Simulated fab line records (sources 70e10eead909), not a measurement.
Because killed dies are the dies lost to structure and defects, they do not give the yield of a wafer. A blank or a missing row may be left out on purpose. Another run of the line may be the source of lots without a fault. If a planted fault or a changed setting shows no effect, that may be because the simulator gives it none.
fab line records -- flow nandHarc
record: lots: 7, wafers: 21, lastDay: 24
route steps=1159 shown A_M1@1029 END@1159
lots with no fault: from the same line, run without faults
startH: start of the lot's first displayed wafer, in hours after the record's first day -- waitH: hours elapsed since this lot's preceding step -- " unchanged from the row above -- L1.1+2: a single row standing in for several wafers -- - either no value or no given start -- * or withheld: withheld -- < > ~ a bound
route shown NAME@n: names a module that has steps shown in the file, with the first one's number in the route -- usual: mean/standard deviation taken from wafers without a fault -- same: alike in all rows -- chamber/n: place in a boat -- sites: readings site by site -- _std_site: standard deviation across them -- _edge_site: the outer-site mean with the inner-site mean subtracted -- radiusMm: for every site, how far away it sits from the centre of the wafer -- mask NAME#n: copy n -- behind: tool/chamber where the wafer was last shaped -- hold: why the lot was held/for how many hours/how that ended -- device: which transistor (n, p or np) failed to switch -- end of line: tests run on the same wafers once the route is complete -- a step given without rows: its recipe and nothing more -- killed: not the wafer's yield, but the dies lost to structure and defects at the first sort -- map: a wafer's dies, marking killed ones x, the rest . and places with no die _
set.NAME: the setting that was run; set.NAME@STEP: the one run at that earlier step -- model.NAME: the simulator's own value behind a step, which no gauge read
a table for each step, a row for each wafer; lots at some steps of the route
services: from which hour (startH, from the record's first day; less than 0 if before it) a tool's chamber was out of use, for how many hours, and why
== steps ==
step: NHARC_A_M1_COAT_34
recipe: tempC: 200, timeS: 65
step: NHARC_A_M1_COAT_03
recipe: spinRpm: 1500, resistThkNm: 90
step: NHARC_A_M1_SOFTBAKE_04
recipe: tempC: 105, timeS: 55
step: NHARC_A_M1_EBR_05
step: NHARC_A_M1_EXPOSE_06
recipe: na: 1.35, targetCdNm: 120, doseMj: 75.13, maskId: A_M1
step: NHARC_A_M1_PEB_07
recipe: pebTempC: 100, pebTimeS: 65
step: NHARC_A_M1_DEVELOP_08
recipe: developTimeS: 35, devTempC: 23
step: NHARC_A_M1_CD_MEAS_09
recipe: targetCdNm: 120, landingEnergyEv: 500
usual: cdNm: 120.1/0.83
lot.wafer,tool,chamber,startH,waitH,cdNm
L447.1,cdSem-01,0,446.92,-,119.7
L447.4,cdSem-01,0,446.92,-,120.0
L447.6,cdSem-01,0,446.92,-,120.7
L449.1,cdSem-03,0,453.76,-,120.9
L449.3,cdSem-03,0,453.76,-,120.7
L449.4,cdSem-03,0,453.76,-,120.5
L450.2,cdSem-01,0,454.61,-,118.0
L450.3,cdSem-01,0,454.61,-,119.9
L450.6,cdSem-01,0,454.61,-,120.3
L451.1,cdSem-01,0,469.54,-,120.7
L451.4,cdSem-01,0,469.54,-,120.2
L451.5,cdSem-01,0,469.54,-,120.2
L459.2,cdSem-03,0,509.78,-,122.0
L459.3,cdSem-03,0,509.78,-,121.6
L459.4,cdSem-03,0,509.78,-,120.8
L458.3,cdSem-02,0,518.70,-,119.7
L458.5,cdSem-02,0,518.70,-,120.7
L458.6,cdSem-02,0,518.70,-,120.8
L463.1,cdSem-01,0,537.39,-,119.8
L463.4,cdSem-01,0,537.39,-,121.5
L463.6,cdSem-01,0,537.39,-,120.1
step: NHARC_A_M1_OVL_MEAS_10
recipe: pitchNm: 240
usual: overlayXNm: 0.1/0.83, overlayYNm: 0.1/0.84
lot.wafer,tool,chamber,startH,waitH,overlayXNm,overlayYNm
L447.1,overlay-02,-,447.01,-,-0.1,1.1
L447.4,overlay-02,-,447.01,-,0.9,0.6
L447.6,overlay-02,-,447.01,-,0.8,0.9
L449.1,overlay-02,-,453.86,-,1.9,-0.7
L449.3,overlay-02,-,453.86,-,1.8,-0.6
L449.4,overlay-02,-,453.86,-,1.5,-0.4
L450.2,overlay-01,-,454.69,-,1.9,-0.1
L450.3,overlay-01,-,454.69,-,2.0,-0.5
L450.6,overlay-01,-,454.69,-,1.9,0.2
L451.1,overlay-02,-,469.62,-,-0.1,0.7
L451.4,overlay-02,-,469.62,-,-0.1,1.2
L451.5,overlay-02,-,469.62,-,0.1,1.1
L459.2,overlay-02,-,509.87,-,-0.8,-0.4
L459.3,overlay-02,-,509.87,-,-0.6,0.0
L459.4,overlay-02,-,509.87,-,-1.1,-0.4
L458.3,overlay-02,-,518.79,-,0.8,0.0
L458.5,overlay-02,-,518.79,-,0.7,0.1
L458.6,overlay-02,-,518.79,-,1.0,0.4
L463.1,overlay-02,-,537.50,-,-0.4,0.1
L463.4,overlay-02,-,537.50,-,0.7,-0.2
L463.6,overlay-02,-,537.50,-,0.9,-0.2
step: NHARC_A_M1_INSPECT_11
usual: rawDefectCount: 26/10
lot.wafer,tool,chamber,startH,waitH,rawDefectCount
L447.1,defectInspect-02,-,447.05,0.0,56
L447.4,defectInspect-02,-,447.05,0.0,36
L447.6,defectInspect-02,-,447.05,0.0,47
L449.1,defectInspect-02,-,453.90,0.0,29
L449.3,defectInspect-02,-,453.90,0.0,31
L449.4,defectInspect-02,-,453.90,0.0,26
L450.2,defectInspect-02,-,454.73,0.0,28
L450.3,defectInspect-02,-,454.73,0.0,34
L450.6,defectInspect-02,-,454.73,0.0,29
L451.1,defectInspect-02,-,469.66,0.0,33
L451.4,defectInspect-02,-,469.66,0.0,26
L451.5,defectInspect-02,-,469.66,0.0,25
L459.2,defectInspect-02,-,509.91,0.0,36
L459.3,defectInspect-02,-,509.91,0.0,42
L459.4,defectInspect-02,-,509.91,0.0,32
L458.3,defectInspect-02,-,518.82,0.0,31
L458.5,defectInspect-02,-,518.82,0.0,29
L458.6,defectInspect-02,-,518.82,0.0,21
L463.1,defectInspect-01,-,537.53,0.0,25
L463.4,defectInspect-01,-,537.53,0.0,19
L463.6,defectInspect-01,-,537.53,0.0,29
step: NHARC_A_M1_DESCUM_14
recipe: timeS: 3, o2FlowSccm: 200, arFlowSccm: 0, biasPowerW: 0, chemistry: O2
usual: drypumpMotorCurrentA: 5.5/0.5, mfcArSccm: 0.010/0.013, o2FlowSccm: 200.0/0.59, oesProductAu: 0.998/0.014, rfVppV: 57.7/0.91, showerheadPlenumPTorr: 1.91/0.066, throttleValvePct: 11.311/0.0097
lot.wafer,tool,chamber,startH,waitH,drypumpMotorCurrentA,mfcArSccm,o2FlowSccm,oesProductAu,rfHoursCounterH,rfVppV,showerheadPlenumPTorr,throttleValvePct
L447.1,rieDiel-02,3,447.12,0.1,4.8,0,199.4,0.984,7.8,57.4,1.88,11.324
L447.4,rieDiel-02,1,447.12,0.1,6.1,0,199.8,1.007,8.5,55.6,1.88,11.330
L447.6,rieDiel-02,2,447.12,0.1,5.6,0,200.6,1.014,-,57.6,1.84,11.297
L449.1,rieDiel-12,1,453.96,0.1,5.5,0.017,199.9,0.985,4.0,57.8,1.92,11.318
L449.3,rieDiel-12,2,453.96,0.1,4.9,0.005,200.0,1.015,3.8,57.2,2.04,11.310
L449.4,rieDiel-12,0,453.96,0.1,5.9,0,201.1,0.967,4.2,57.8,1.87,11.338
L450.3,rieDiel-12,3,454.81,0.1,5.4,0,199.5,1.018,4.3,58.9,1.86,11.314
L450.2,rieDiel-12,0,454.81,0.1,5.9,0,200.5,0.969,4.2,58.0,1.87,11.307
L450.6,rieDiel-12,1,454.81,0.1,5.5,0.017,201.1,0.995,-,57.6,1.92,11.306
L451.4,rieDiel-12,2,469.72,0.1,4.9,0.005,200.4,1.013,5.7,56.9,2.04,11.322
L451.1,rieDiel-12,1,469.72,0.1,5.5,0.017,199.0,0.988,5.4,58.0,1.92,11.290
L451.5,rieDiel-12,3,469.72,0.1,5.4,0,199.5,1.013,-,57.5,1.86,11.314
L459.2,rieDiel-12,1,509.97,0.1,5.5,0.017,200.0,1.002,8.3,56.9,1.91,11.313
L459.4,rieDiel-12,2,509.97,0.1,4.9,0.005,199.9,1.017,8.1,57.3,2.04,11.299
L459.3,rieDiel-12,3,509.97,0.1,5.4,0,199.9,1.012,8.5,57.8,1.86,11.323
L458.3,rieDiel-12,3,518.88,0.1,5.4,0,200.8,1.010,9.0,58.5,1.86,11.302
L458.5,rieDiel-12,3,518.88,0.1,5.4,0,201.1,1.014,-,56.3,1.86,11.309
L458.6,rieDiel-12,0,518.88,0.1,5.9,0,200.4,0.976,-,57.4,1.87,11.310
L463.1,rieDiel-12,2,537.61,0.1,4.9,0.005,200.9,1.011,9.2,58.5,2.04,11.327
L463.4,rieDiel-12,3,537.61,0.1,5.4,0,200.3,1.005,9.6,58.5,1.86,11.302
L463.6,rieDiel-12,0,537.61,0.1,5.9,0,200.9,0.988,-,58.8,1.87,11.302
step: NHARC_A_M1_ETCH_35
recipe: targetDepthA: 400, overetchA: 120, timeS: 43.94, ionEnergyEv: 200, n2FlowSccm: 150, h2FlowSccm: 150, arFlowSccm: 0, rfW: 400, biasW: 150, chemistry: N2/H2
usual: biasW: 150.0/0.42, chamberPressureMTorr: 30.00/0.031, drypumpMotorCurrentA: 5.5/0.51, mfcArSccm: 0.010/0.013, oesProductAu: 0.999/0.014, rfVppV: 430.6/2.1, showerheadPlenumPTorr: 2.04/0.076, throttleValvePct: 14.173/0.0098
lot.wafer,tool,chamber,startH,waitH,biasW,chamberPressureMTorr,drypumpMotorCurrentA,mfcArSccm,oesProductAu,rfHoursCounterH,rfVppV,showerheadPlenumPTorr,throttleValvePct
L447.4,rieDiel-02,1,447.19,0.1,149.9,30.04,6.1,0,0.993,8.5,429.2,2.00,14.175
L447.1,rieDiel-02,3,447.19,0.1,149.5,30.01,4.8,0,1.003,7.8,430.4,2.00,14.159
L447.6,rieDiel-02,2,447.19,0.1,149.9,29.96,5.7,0,1.002,-,428.6,1.96,14.160
L449.1,rieDiel-12,1,454.04,0.1,149.8,29.98,5.6,0.017,0.987,4.0,431.2,2.04,14.178
L449.3,rieDiel-12,2,454.04,0.1,149.8,29.97,5.0,0.005,1.008,3.8,434.7,2.18,14.177
L449.4,rieDiel-12,3,454.04,0.1,150.2,29.99,5.4,0,0.994,4.3,427.3,1.99,14.162
L450.3,rieDiel-12,3,454.88,0.1,148.7,30.01,5.4,0,1.021,4.3,429.3,1.99,14.175
L450.2,rieDiel-12,1,454.88,0.1,150.5,30.03,5.5,0.017,0.987,4.0,431.7,2.04,14.183
L450.6,rieDiel-12,0,454.88,0.1,150.1,29.98,5.9,0,0.965,-,428.5,1.99,14.173
L451.1,rieDiel-12,3,469.81,0.1,150.3,30.01,5.4,0,1.020,5.9,429.3,1.99,14.162
L451.4,rieDiel-12,0,469.81,0.1,150.0,29.95,5.9,0,0.978,5.4,429.9,1.99,14.170
L451.5,rieDiel-12,3,469.81,0.1,150.6,30.01,5.4,0,1.025,-,428.6,1.99,14.174
L459.2,rieDiel-12,0,510.05,0.1,150.3,29.98,5.9,0,0.976,8.5,429.7,1.99,14.170
L459.4,rieDiel-12,1,510.05,0.1,149.8,30.03,5.5,0.017,1.003,8.3,431.9,2.04,14.162
L459.3,rieDiel-12,2,510.05,0.1,149.7,29.96,4.9,0.005,1.011,8.1,434.2,2.18,14.161
L458.3,rieDiel-12,0,518.99,0.1,150.0,30.05,5.9,0,0.970,8.9,430.5,1.99,14.165
L458.5,rieDiel-12,1,518.99,0.1,150.4,29.97,5.5,0.017,1.008,-,432.2,2.04,14.184
L458.6,rieDiel-12,2,518.99,0.1,149.2,30.01,4.9,0.005,1.020,-,434.9,2.18,14.177
L463.1,rieDiel-12,1,537.68,0.1,149.9,30.05,5.5,0.017,1.014,9.2,430.0,2.04,14.160
L463.4,rieDiel-12,3,537.68,0.1,150.1,29.99,5.4,0,1.003,9.6,428.7,1.98,14.170
L463.6,rieDiel-12,1,537.68,0.1,149.8,30.04,5.5,0.017,1.008,-,428.8,2.04,14.174
step: NHARC_A_M1_ETCH_15
recipe: targetDepthA: 1825, timeS: 91.2, c4f8FlowSccm: withheld, arFlowSccm: 400, rfW: 600, biasW: 300, chemistry: C4F8/Ar
usual: biasW: 300.1/0.92, chamberPressureMTorr: 24.998/0.023, oesProductAu: 0.948/0.025, rfVppV: 440.7/2.3
lot.wafer,tool,chamber,startH,waitH,biasW,chamberPressureMTorr,oesProductAu,rfHoursCounterH,rfVppV
L447.1,rieDiel-02,3,447.29,-,301.0,24.971,0.957,7.9,438.4
L447.4,rieDiel-02,0,447.29,-,299.5,24.994,0.982,4.9,443.0
L447.6,rieDiel-02,2,447.29,-,299.1,25.004,0.976,-,438.2
L449.3,rieDiel-12,2,454.13,-,-,-,-,-,-
L449.4,rieDiel-12,3,454.13,-,-,-,-,-,-
L449.1,rieDiel-12,1,454.13,-,-,-,-,-,-
L450.2,rieDiel-12,0,454.96,-,-,-,-,-,-
L450.3,rieDiel-12,2,454.96,-,-,-,-,-,-
L450.6,rieDiel-12,0,454.96,-,-,-,-,-,-
L451.1,rieDiel-12,1,469.90,-,-,-,-,-,-
L451.4,rieDiel-12,3,469.90,-,-,-,-,-,-
L451.5,rieDiel-12,1,469.90,-,-,-,-,-,-
L459.2,rieDiel-12,2,510.14,-,298.5,24.994,0.941,8.1,444.8
L459.4,rieDiel-12,0,510.14,-,299.4,24.990,0.906,8.5,438.4
L459.3,rieDiel-12,1,510.14,-,300.0,24.973,0.935,8.3,441.7
L458.3,rieDiel-12,3,519.06,-,299.1,25.050,0.983,9.0,439.5
L458.5,rieDiel-12,3,519.06,-,299.7,25.006,0.973,-,439.5
L458.6,rieDiel-12,0,519.06,-,299.8,24.970,0.938,-,438.7
L463.1,rieDiel-12,3,537.77,-,298.8,25.014,0.931,9.6,440.0
L463.4,rieDiel-12,0,537.77,-,300.4,25.002,0.914,9.4,440.3
L463.6,rieDiel-12,3,537.77,-,300.3,24.989,0.935,-,440.1
step: NHARC_A_M1_CD_MEAS_16
usual: cdNm: 120.4/1
lot.wafer,tool,chamber,startH,waitH,cdNm
L447.1,cdSem-02,-,447.41,-,120.5
L447.4,cdSem-02,-,447.41,-,120.6
L447.6,cdSem-02,-,447.41,-,120.6
L449.1,cdSem-01,-,454.27,-,122.1
L449.3,cdSem-01,-,454.27,-,120.3
L449.4,cdSem-01,-,454.27,-,121.5
L450.2,cdSem-01,-,455.10,-,119.2
L450.3,cdSem-01,-,455.10,-,120.4
L450.6,cdSem-01,-,455.10,-,120.7
L451.1,cdSem-02,-,470.03,-,121.3
L451.4,cdSem-02,-,470.03,-,120.8
L451.5,cdSem-02,-,470.03,-,121.5
L459.2,cdSem-02,-,510.27,-,121.5
L459.3,cdSem-02,-,510.27,-,121.2
L459.4,cdSem-02,-,510.27,-,120.6
L458.3,cdSem-03,-,519.19,-,120.4
L458.5,cdSem-03,-,519.19,-,121.3
L458.6,cdSem-03,-,519.19,-,121.3
L463.1,cdSem-03,-,537.90,-,120.4
L463.4,cdSem-03,-,537.90,-,122.5
L463.6,cdSem-03,-,537.90,-,121.3
step: NHARC_END_SORT_01
recipe: tempC: 25
usual: defectLimitedYield: 96.0/1.3, killedAtArray: 24/8.4, killedAtOther: 0.7/1.1, killedAtPeriphery: 2.9/1.7, killedDies: 27/8.6, killedOpen: 3.3/1.8, killedShort: 1.8/1.4, sort_bin_2_pct: 1.3/0.56, sort_bin_3_pct: 0.19/0.18, sort_bin_4_pct: 2.6/0.84, sortNPass: 650/8.6, sortRimYieldPct: 96.1/2.3, sortYieldPct: 96.0/1.3
same: grossDies: 677, sort_bin_5_pct[%]: 0, sort_bin_6_pct[%]: 0, sort_bin_7_pct[%]: 0, sort_bin_8_pct[%]: 0, sortRimNGross: 106.00
lot.wafer,tool,chamber,startH,waitH,defectLimitedYield[%],killedAtArray,killedAtOther,killedAtPeriphery,killedDies,killedOpen,killedShort,sort_bin_2_pct[%],sort_bin_3_pct[%],sort_bin_4_pct[%],sortNPass,sortRimYieldPct[%],sortYieldPct[%]
L447.1,prober-02,0,481.78,2.5,92.2,50,0,3,53,6,5,2.5,0.30,5.0,624,97.2,92.2
L447.4,prober-02,0,484.19,3.4,95.3,31,0,1,32,1,2,1.9,0.15,2.7,645,95.3,95.3
L447.6,prober-02,0,485.80,4.0,93.9,37,1,3,41,4,1,2.2,0.15,3.7,636,89.6,93.9
L449.1,prober-01,0,488.84,2.5,0,674,0,3,677,5,3,96.8,0.44,2.8,0,0,0
L449.3,prober-01,0,490.45,3.1,0,672,0,5,677,5,3,96.6,0.44,3.0,0,0,0
L449.4,prober-01,0,491.25,3.4,0,674,0,3,677,6,2,96.8,0.15,3.1,0,0,0
L450.2,prober-02,0,490.42,2.8,0,672,0,5,677,3,1,97.3,0.74,1.9,0,0,0
L450.3,prober-02,0,491.23,3.1,0,676,0,1,677,2,3,96.0,0.30,3.7,0,0,0
L450.6,prober-02,0,493.64,4.0,0,673,3,1,677,1,2,97.5,0.15,2.4,0,0,0
L451.1,prober-02,0,507.89,2.5,0,676,0,1,677,2,1,97.5,0.30,2.2,0,0,0
L451.4,prober-02,0,510.29,3.4,0,673,1,3,677,2,1,97.2,0,2.8,0,0,0
L451.5,prober-02,0,511.09,3.7,0,675,0,2,677,2,2,97.6,0.15,2.2,0,0,0
L459.2,prober-01,0,550.21,2.8,95.3,29,0,3,32,3,0,1.5,0.15,3.1,645,93.4,95.3
L459.3,prober-01,0,551.01,3.1,97.2,18,0,1,19,4,0,0.6,0.30,1.9,658,93.4,97.2
L459.4,prober-01,0,551.81,3.4,95.1,28,1,4,33,4,2,2.5,0.44,1.9,644,96.2,95.1
killed by level:class
L447.1 A_CHANNEL_HOLE_D1:chamberFilmFlake=22 A_CONTACT:chamberFilmFlake=8 A_CONTACT:geometricParticle:open=4 A_SLIT:chamberFilmFlake=4 P_M1:chamberFilmFlake=3 A_STAIRCASE:chamberFilmFlake=3 A_CONTACT:geometricParticle:short=2 A_BONDPAD:chamberFilmFlake=2
L447.4 A_CHANNEL_HOLE_D1:chamberFilmFlake=15 A_CONTACT:chamberFilmFlake=6 A_SLIT:chamberFilmFlake=4 A_STAIRCASE:chamberFilmFlake=2 A_ONON_D1:geometricParticle:short=1 A_WL_FILL:geometricParticle:short=1 A_M0:geometricParticle:open=1 P_ZERO_WELL:chamberFilmFlake=1
L447.6 A_CHANNEL_HOLE_D1:chamberFilmFlake=19 A_SLIT:chamberFilmFlake=9 A_CONTACT:chamberFilmFlake=3 A_STAIRCASE:chamberFilmFlake=2 P_CONTACT:geometricParticle:short=1 P_M0:geometricParticle:open=1 A_CHANNEL_HOLE_D1:geometricParticle:open=1 A_M0:geometricParticle:open=1
L449.1 A_M1:areaEtch=647 A_CHANNEL_HOLE_D1:chamberFilmFlake=15 A_CONTACT:chamberFilmFlake=4 A_CONTACT:geometricParticle:open=2 A_WL_FILL:chamberFilmFlake=2 P_GATE:geometricParticle:short=1 P_CONTACT:geometricParticle:open=1 P_M1:geometricParticle:short=1
L450.2 A_M1:areaEtch=653 A_STAIRCASE:chamberFilmFlake=8 A_CHANNEL_HOLE_D1:chamberFilmFlake=4 A_SLIT:chamberFilmFlake=4 P_ZERO_WELL:chamberFilmFlake=3 P_CONTACT:geometricParticle:open=1 A_CONTACT:geometricParticle:open=1 A_CONTACT:geometricParticle:short=1
L449.3 A_M1:areaEtch=641 A_CHANNEL_HOLE_D1:chamberFilmFlake=15 A_STAIRCASE:chamberFilmFlake=4 A_WL_FILL:chamberFilmFlake=3 A_CONTACT:chamberFilmFlake=3 A_CONTACT:geometricParticle:open=2 P_GATE:geometricParticle:open=1 P_M0:geometricParticle:open=1
L450.3 A_M1:areaEtch=639 A_SLIT:chamberFilmFlake=14 A_STAIRCASE:chamberFilmFlake=9 A_CHANNEL_HOLE_D1:chamberFilmFlake=5 A_CHANNEL_FILL_D1:chamberFilmFlake=2 A_CHANNEL_FILL_D1:geometricParticle:short=1 A_WL_FILL:geometricParticle:short=1 A_CONTACT:geometricParticle:open=1
L449.4 A_M1:areaEtch=646 A_CHANNEL_HOLE_D1:chamberFilmFlake=14 A_CONTACT:geometricParticle:open=3 A_STAIRCASE:chamberFilmFlake=3 A_WL_FILL:chamberFilmFlake=3 A_CONTACT:chamberFilmFlake=2 P_CONTACT:geometricParticle:open=1 P_M1:geometricParticle:short=1
L450.6 A_M1:areaEtch=654 A_SLIT:chamberFilmFlake=6 A_STAIRCASE:chamberFilmFlake=5 A_CHANNEL_HOLE_D1:chamberFilmFlake=4 HYBRID_BOND:chamberFilmFlake=2 A_CHANNEL_FILL_D1:geometricParticle:short=1 A_CONTACT:geometricParticle:open=1 A_M0:geometricParticle:short=1
L451.1 A_M1:areaEtch=648 A_SLIT:chamberFilmFlake=14 A_CHANNEL_HOLE_D1:chamberFilmFlake=7 A_CONTACT:chamberFilmFlake=2 A_CHANNEL_HOLE_D1:geometricParticle:short=1 A_SGD_CUT:geometricParticle:open=1 A_CONTACT:geometricParticle:open=1 P_M1:chamberFilmFlake=1
L451.4 A_M1:areaEtch=650 A_SLIT:chamberFilmFlake=13 A_CHANNEL_HOLE_D1:chamberFilmFlake=3 A_STAIRCASE:chamberFilmFlake=3 P_M1:chamberFilmFlake=2 A_CONTACT:chamberFilmFlake=2 P_M0:geometricParticle:open=1 A_WL_FILL:geometricParticle:short=1
L451.5 A_M1:areaEtch=653 A_SLIT:chamberFilmFlake=8 A_CONTACT:chamberFilmFlake=5 A_STAIRCASE:chamberFilmFlake=3 P_GATE:geometricParticle:short=1 A_WL_FILL:geometricParticle:open=1 A_CONTACT:geometricParticle:open=1 A_BLC:geometricParticle:short=1
L459.2 A_SLIT:chamberFilmFlake=9 A_CHANNEL_HOLE_D1:chamberFilmFlake=6 A_M0:chamberFilmFlake=5 A_CONTACT:chamberFilmFlake=4 A_STAIRCASE:chamberFilmFlake=3 P_M0:geometricParticle:open=1 A_CHANNEL_FILL_D1:geometricParticle:open=1 A_M0:geometricParticle:open=1
L459.3 A_SLIT:chamberFilmFlake=8 A_CONTACT:chamberFilmFlake=3 A_M0:chamberFilmFlake=2 P_GATE:geometricParticle:open=1 A_ONON_D1:geometricParticle:open=1 A_CHANNEL_FILL_D1:geometricParticle:open=1 A_CONTACT:geometricParticle:open=1 A_CHANNEL_HOLE_D1:chamberFilmFlake=1
L459.4 A_SLIT:chamberFilmFlake=14 A_CONTACT:chamberFilmFlake=5 P_GATE:chamberFilmFlake=2 A_CHANNEL_HOLE_D1:chamberFilmFlake=2 A_STAIRCASE:chamberFilmFlake=2 P_GATE:geometricParticle:open=1 P_M0:geometricParticle:open=1 A_SGD_CUT:geometricParticle:short=1
map L449.1 (x killed, . not)
____________x____________
_________xxxxxxx_________
_______xxxxxxxxxxx_______
______xxxxxxxxxxxxx______
_____xxxxxxxxxxxxxxx_____
____xxxxxxxxxxxxxxxxx____
____xxxxxxxxxxxxxxxxx____
___xxxxxxxxxxxxxxxxxxx___
___xxxxxxxxxxxxxxxxxxx___
__xxxxxxxxxxxxxxxxxxxxx__
__xxxxxxxxxxxxxxxxxxxxx__
_xxxxxxxxxxxxxxxxxxxxxxx_
_xxxxxxxxxxxxxxxxxxxxxxx_
_xxxxxxxxxxxxxxxxxxxxxxx_
_xxxxxxxxxxxxxxxxxxxxxxx_
_xxxxxxxxxxxxxxxxxxxxxxx_
xxxxxxxxxxxxxxxxxxxxxxxxx
xxxxxxxxxxxxxxxxxxxxxxxxx
xxxxxxxxxxxxxxxxxxxxxxxxx
xxxxxxxxxxxxxxxxxxxxxxxxx
xxxxxxxxxxxxxxxxxxxxxxxxx
_xxxxxxxxxxxxxxxxxxxxxxx_
_xxxxxxxxxxxxxxxxxxxxxxx_
_xxxxxxxxxxxxxxxxxxxxxxx_
_xxxxxxxxxxxxxxxxxxxxxxx_
_xxxxxxxxxxxxxxxxxxxxxxx_
__xxxxxxxxxxxxxxxxxxxxx__
__xxxxxxxxxxxxxxxxxxxxx__
___xxxxxxxxxxxxxxxxxxx___
___xxxxxxxxxxxxxxxxxxx___
____xxxxxxxxxxxxxxxxx____
____xxxxxxxxxxxxxxxxx____
_____xxxxxxxxxxxxxxx_____
______xxxxxxxxxxxxx______
_______xxxxxxxxxxx_______
_________xxxxxxx_________
____________x____________
map L450.2 (x killed, . not)
____________x____________
_________xxxxxxx_________
_______xxxxxxxxxxx_______
______xxxxxxxxxxxxx______
_____xxxxxxxxxxxxxxx_____
____xxxxxxxxxxxxxxxxx____
____xxxxxxxxxxxxxxxxx____
___xxxxxxxxxxxxxxxxxxx___
___xxxxxxxxxxxxxxxxxxx___
__xxxxxxxxxxxxxxxxxxxxx__
__xxxxxxxxxxxxxxxxxxxxx__
_xxxxxxxxxxxxxxxxxxxxxxx_
_xxxxxxxxxxxxxxxxxxxxxxx_
_xxxxxxxxxxxxxxxxxxxxxxx_
_xxxxxxxxxxxxxxxxxxxxxxx_
_xxxxxxxxxxxxxxxxxxxxxxx_
xxxxxxxxxxxxxxxxxxxxxxxxx
xxxxxxxxxxxxxxxxxxxxxxxxx
xxxxxxxxxxxxxxxxxxxxxxxxx
xxxxxxxxxxxxxxxxxxxxxxxxx
xxxxxxxxxxxxxxxxxxxxxxxxx
_xxxxxxxxxxxxxxxxxxxxxxx_
_xxxxxxxxxxxxxxxxxxxxxxx_
_xxxxxxxxxxxxxxxxxxxxxxx_
_xxxxxxxxxxxxxxxxxxxxxxx_
_xxxxxxxxxxxxxxxxxxxxxxx_
__xxxxxxxxxxxxxxxxxxxxx__
__xxxxxxxxxxxxxxxxxxxxx__
___xxxxxxxxxxxxxxxxxxx___
___xxxxxxxxxxxxxxxxxxx___
____xxxxxxxxxxxxxxxxx____
____xxxxxxxxxxxxxxxxx____
_____xxxxxxxxxxxxxxx_____
______xxxxxxxxxxxxx______
_______xxxxxxxxxxx_______
_________xxxxxxx_________
____________x____________
== services ==
tool,chamber,startH,hours,kind
rieDiel-02,0,434.97,-,clean
rieDiel-12,0,437.40,-,clean
rieDiel-12,1,437.40,-,clean
rieDiel-12,2,437.40,-,clean
rieDiel-12,3,437.40,-,clean
rieDiel-12,0,461.90,-,clean
rieDiel-12,1,461.90,-,clean
rieDiel-12,2,461.90,-,clean
rieDiel-12,3,461.90,-,clean
rieDiel-02,-,484.05,3.1,repair
rieDiel-12,0,486.40,-,clean
rieDiel-12,1,486.40,-,clean
rieDiel-12,2,486.40,-,clean
rieDiel-12,3,486.40,-,clean
rieDiel-12,-,499.11,0.5,repair
rieDiel-02,-,504.97,9.0,pm
rieDiel-12,0,511.00,-,clean
rieDiel-12,1,511.00,-,clean
rieDiel-12,2,511.00,-,clean
rieDiel-12,3,511.00,-,clean
rieDiel-12,0,535.50,-,clean
rieDiel-12,1,535.50,-,clean
rieDiel-12,2,535.50,-,clean
rieDiel-12,3,535.50,-,clean
== key ==
firstSign: step: NHARC_A_M1_ETCH_15, reading: toolRecord, direction: missing
effect: step: NHARC_END_SORT_01, reading: sort_bin_2_pct, direction: up, sigmas: 99+, usual: 1.3, struck: 97.0
moreKillsBornAt: NHARC_A_M1_ETCH_15@rieDiel-12: 5831
metAt NHARC_A_M1_ETCH_15
struckWafers L449.1,L449.3,L449.4,L450.2,L450.3,L450.6,L451.1,L451.4,L451.5
laterRowsLeftOut L449.1,L449.3,L449.4,L450.2,L450.3,L450.6,L451.1,L451.4,L451.5
fault: kind: skippedStepWhole, tool: rieDiel-12, chamber: -, onsetH: 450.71, steps: NHARC_A_M1_ETCH_15, scope: struckLotsOnly
laterRowsLeftOut: the simulator's readings of these wafers behind a module that went badly wrong aren't trusted and aren't shown, but for the sort
